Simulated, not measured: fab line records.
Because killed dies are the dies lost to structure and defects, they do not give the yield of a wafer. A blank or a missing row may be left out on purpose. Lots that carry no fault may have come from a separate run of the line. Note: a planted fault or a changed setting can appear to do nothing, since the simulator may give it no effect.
Comparing a struck lot with a sound one | flow n5Finfet | 16 out of 1938 route steps
Sound: these wafers, L698.3, L698.5, L698.6. Struck: wafer L714.5; the same lot's L714.6 was not struck, so it is left out; see the end for the cause.
Order at every step that has rows: each side's tool, ch and its chambers, its first start. Under that, the readings that differ: sound wafers | struck wafers | difference of the means | sigmas: that difference in standard deviations of wafers without a fault.
alike: readings whose means differ by less than 2 such deviations, and words and numbers that are the same on both sides. not compared: withheld readings, readings that some wafer has no value for, bounds like >300 that may hide the same value, and numbers for which the record gives no deviation and whose values overlap.
Wherever a step has rows on one side only, a row that says differs or no value, or a row with sigmas, the two part there. Numbers that don't overlap but have no deviation are shown without sigmas and don't part them. A reading that every wafer of one side lacks parts them only if that side has two wafers or more.

first, 1 step without rows for these wafers: N5_MOL_CONTACT_COAG_ETCH_59 (etches underlayer in N2/H2, target depth 13 nm, time 10.4 s).
N5_MOL_CONTACT_COAG_ETCH_105: etches SiARC in CF4, target depth 15.6 nm, time 26 s.
  sound on rieDiel-06 ch 0,1,3, day 5 00:05; struck on rieDiel-06 ch 0, day 9 01:25
  alike: drypumpMotorCurrentA, etchRfOnTimeS, oesProductAu, rfVppV, showerheadPlenumPTorr, throttleValvePct
  not compared: rfHoursCounterH
N5_MOL_CONTACT_COAG_ETCH_106: etches SOC in N2/H2, target depth 80 nm, overetch 16 nm, time 120 s.
  sound on rieDiel-06 ch 0,1,3, day 5 00:07; struck on rieDiel-06 ch 0, day 9 01:28
  alike: drypumpMotorCurrentA, oesProductAu, rfVppV, showerheadPlenumPTorr, throttleValvePct
  not compared: rfHoursCounterH
then, 2 steps without rows for these wafers: N5_MOL_CONTACT_COAG_STRIP_107 (strips in N2/H2); N5_MOL_CONTACT_COAG_STRIP_108 (strips in N2/H2).
N5_MOL_CONTACT_COAG_CONTACT_ETCH_14: etches SiO2 in C4F6/O2, target depth 27.5 nm, overetch 8.5 nm, time 20 s.
  sound on rieDiel-06 ch 0,1,3, day 5 00:13; struck on rieDiel-06 ch 0, day 9 01:33
  alike: drypumpMotorCurrentA, oes_ar_750_au, oesProductAu, rfVppV, showerheadPlenumPTorr, throttleValvePct
  not compared: rfHoursCounterH
then, 2 steps without rows for these wafers: N5_MOL_CONTACT_COAG_STRIP_109 (strips in C4F6/O2); N5_MOL_CONTACT_COAG_ETCH_15 (etches SiNx in CH3F/O2, stops on Si:P, target depth 7 nm).
N5_MOL_CONTACT_COAG_ETCH_110: etches Si in CF4/O2, target depth 2.5 nm, time 8 s.
  sound on rieDiel-06 ch 0,1,3, day 5 00:19; struck on rieDiel-06 ch 0, day 9 01:39
  alike: drypumpMotorCurrentA, oes_ar_750_au, oesProductAu, rfVppV, showerheadPlenumPTorr, throttleValvePct
  not compared: rfHoursCounterH
N5_MOL_CONTACT_COAG_STRIP_98: strips in N2/H2.
  sound on rieDiel-06 ch 0,1,3, day 5 00:22; struck on rieDiel-06 ch 0, day 9 01:42
  alike: drypumpMotorCurrentA, oesProductAu, rfVppV, showerheadPlenumPTorr, throttleValvePct
  not compared: rfHoursCounterH
N5_MOL_CONTACT_COAG_CD_MEAS_99 targets a cd of 17.2 nm.
  sound on cdSem-03, day 5 00:26; struck on cdSem-02, day 9 01:46
reading   | sound             | struck | difference | sigmas
cdNm (nm) | 17.42 18.09 17.34 | 17.01  | -0.61      | -2
next, for these wafers, 1 step has no rows: N5_MOL_CONTACT_COAG_IMPLANT_129.
N5_MOL_CONTACT_COAG_PRECLEAN_111: cleans in NF3:NH3, afs cycles 1, time 20 s, sublimation time 60 s.
  sound on remotePlasma-01 ch 1, day 5 04:22; struck on remotePlasma-01 ch 1, day 9 02:07
reading   | sound    | struck | difference | sigmas
timeS (s) | 20 20 20 | 18.608 | -1.392     | 
then, 1 step without rows for these wafers: N5_MOL_CONTACT_COAG_TI_SIL_19 (material Ti, target thk 4.2 nm, time 15 s).
-- record jumps: 4 days separate the struck wafers' starts on either side; left off in module MOL_CONTACT_COAG, taken up again in module BEOL_M4, whose first shown step is the route's number 1111 --
N5_BEOL_M4_RC_MEAS_101:
  sound on prober-01 ch 0, day 9 03:19; struck on prober-01 ch 0, day 12 14:23
  alike: DIBL_N, DIBL_P, IOFF_N, IOFF_P, ION_N, ION_P, SS_N, SS_P, VT_N, VT_P
N5_PASSIVATION_PROBE_49:
  sound wafers here have rows in the record (prober-02, day 13 04:57); struck ones have none

WHERE THEY PART
Earliest at N5_MOL_CONTACT_COAG_CD_MEAS_99; latest, in this record, at N5_PASSIVATION_PROBE_49.

WHY: whatever the simulator had introduced
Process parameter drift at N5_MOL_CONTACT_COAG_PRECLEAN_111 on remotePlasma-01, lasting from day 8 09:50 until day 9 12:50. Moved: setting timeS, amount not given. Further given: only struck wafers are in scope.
